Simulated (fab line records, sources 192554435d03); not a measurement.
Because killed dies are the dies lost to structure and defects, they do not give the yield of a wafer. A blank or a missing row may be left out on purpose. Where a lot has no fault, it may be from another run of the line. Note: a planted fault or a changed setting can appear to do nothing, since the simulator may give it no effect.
A lot that was struck, set against a sound lot / flow n5_finfet / 13 steps out of a route of 1938
Sound: the wafers L795.1, L795.3, L795.4. Wafers struck: L800.3, L800.4, L800.6. The cause is named last.
At each step with rows: each side's tool, then ch and its chambers, then its first start. Under that, the readings that differ: sound wafers / struck wafers / difference of the means / sigmas: that difference in standard deviations of wafers without a fault.
alike: a reading whose means differ by less than 2 such deviations, as well as words and numbers matching on both sides. not compared: withheld readings; readings where some wafer has no value; bounds like >300 that might hide an equal value; numbers whose values overlap and for which the record gives no deviation.
The two part at a step that has a row with sigmas, a row that says differs or no value, or rows on one side only. Numbers that don't overlap but have no deviation are shown without sigmas and don't part them. A reading missing from all wafers of one side parts the sides only when that side holds two or more wafers.

first, 1 step without rows for these wafers: N5_GATE_CUT_SRD_32 (time 30 s).
N5_GATE_CUT_SAC_CAP_01: material SiNx, target thk 24 nm, pulse time 1 s, ald cycles 480.
  sound on ald_sin-01 ch 0,2,3, day 5 02:39; struck on ald_sin-02 ch 1,3, day 6 10:29
  alike: heater_power_w, precursor_pulse_height_rel
N5_GATE_CUT_PECVD_57: deposits SiNx from SiH4/NH3/N2, target thk 21 nm.
  sound on pecvd-02 ch 0,1, day 5 04:51; struck on pecvd-02 ch 0,1, day 6 12:41
  alike: heater_power_w, showerhead_plenum_p_Torr, throttle_valve_pct
N5_GATE_CUT_CMP_02: polishes, stops on SiO2, t overpolish 12.7 s, target thk 0 nm.
  sound on cmp-04 ch 0,1,2, day 5 04:55; struck on cmp-04 ch 1,2,3, day 6 12:48
  alike: head_pressure_psi, motor_current_A, overpolish_run_s, time_to_endpoint_s
N5_GATE_CUT_HM_DEP_46: deposits SiO2 from TEOS/O2, target thk 130 nm, time 26.6 s.
  sound on pecvd-01 ch 1,2, day 5 05:15; struck on pecvd-03 ch 1,2, day 6 13:05
  alike: heater_power_w, showerhead_plenum_p_Torr, throttle_valve_pct
then, 6 steps without rows for these wafers: N5_GATE_CUT_COAT_34 (time 60 s, resist thk 60 nm); N5_GATE_CUT_COAT_35 (time 60 s, resist thk 10 nm); N5_GATE_CUT_COAT_27 (time 60 s, resist thk 10 nm); N5_GATE_CUT_COAT_07 (resist thk 30 nm); N5_GATE_CUT_EBR_09; N5_GATE_CUT_SOFTBAKE_08 (time 60 s).
N5_GATE_CUT_EXPOSE_10: exposes mask GATE CUT, target cd 20 nm.
  struck on euv_scanner-02, day 6 13:26; sound on euv_scanner-02 ch 0, day 5 05:28
  no value came back on the struck wafers for exposure_dose_mJ_cm2, focus_offset_nm (nm); on the sound wafers exposure_dose_mJ_cm2 reads 43.24 43.27 43.21
  alike: mask
then, 1 step without rows for these wafers: N5_GATE_CUT_PEB_11 (peb time 60 s).

== WHERE THEY PART ==
Within this record, at N5_GATE_CUT_EXPOSE_10 only.

WHY: what the simulator had put in
Entire step skipped (euv_scanner-02, N5_GATE_CUT_EXPOSE_10), from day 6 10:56 onward. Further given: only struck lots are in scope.
